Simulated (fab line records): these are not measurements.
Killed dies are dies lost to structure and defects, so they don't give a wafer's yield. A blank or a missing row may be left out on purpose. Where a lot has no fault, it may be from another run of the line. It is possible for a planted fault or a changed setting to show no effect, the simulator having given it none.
Chamber matching ; flow nandHarc ; NHARC_A_STAIRCASE_TRIM_196 on rieDiel-07 has 4 sister chambers
The step chemistry O2, time 211.2 s. 4 wafers are shown with their chamber, then 8 later ones without.

## WAFERS PAIRED WITH THEIR CHAMBERS
wafer;chamber;drypumpMotorCurrentA (A)
L077.3;2;6.2
L085.1;3;5.9
L085.6;0;6.4
L087.1;1;5.4

## WAFERS WITHOUT THEIR CHAMBER
wafer;drypumpMotorCurrentA (A)
L087.2;5.8
L087.3;6.5
L088.4;6.2
L088.5;5.9
L088.6;6.5
L097.2;5.8
L097.4;6.2
L097.6;5.4

## CHAMBER TAKEN BY EACH
wafer;from the rows above;in truth
L087.2;3;3
L087.3;0;0
L088.4;2;2
L088.5;3;3
L088.6;0;0
L097.2;3;3
L097.4;2;2
L097.6;1;1
Placed correctly: 8 of 8. Not placeable from these rows: 0. Placed wrongly: 0.
How it was worked out, from the rows above alone: a wafer's distance from a chamber is the root of the sum, over the readings, of the square of ((its reading less the chamber's mean) divided by the reading's scatter). If the next closest chamber is less than 2 further off than the closest, the wafer can't be placed; otherwise it belongs to the closest. Each chamber's mean is taken over the wafers shown for it. The scatter (one wafer shown for each chamber): square how far every hidden wafer sits from the nearest shown wafer, average those squares and take the square root.
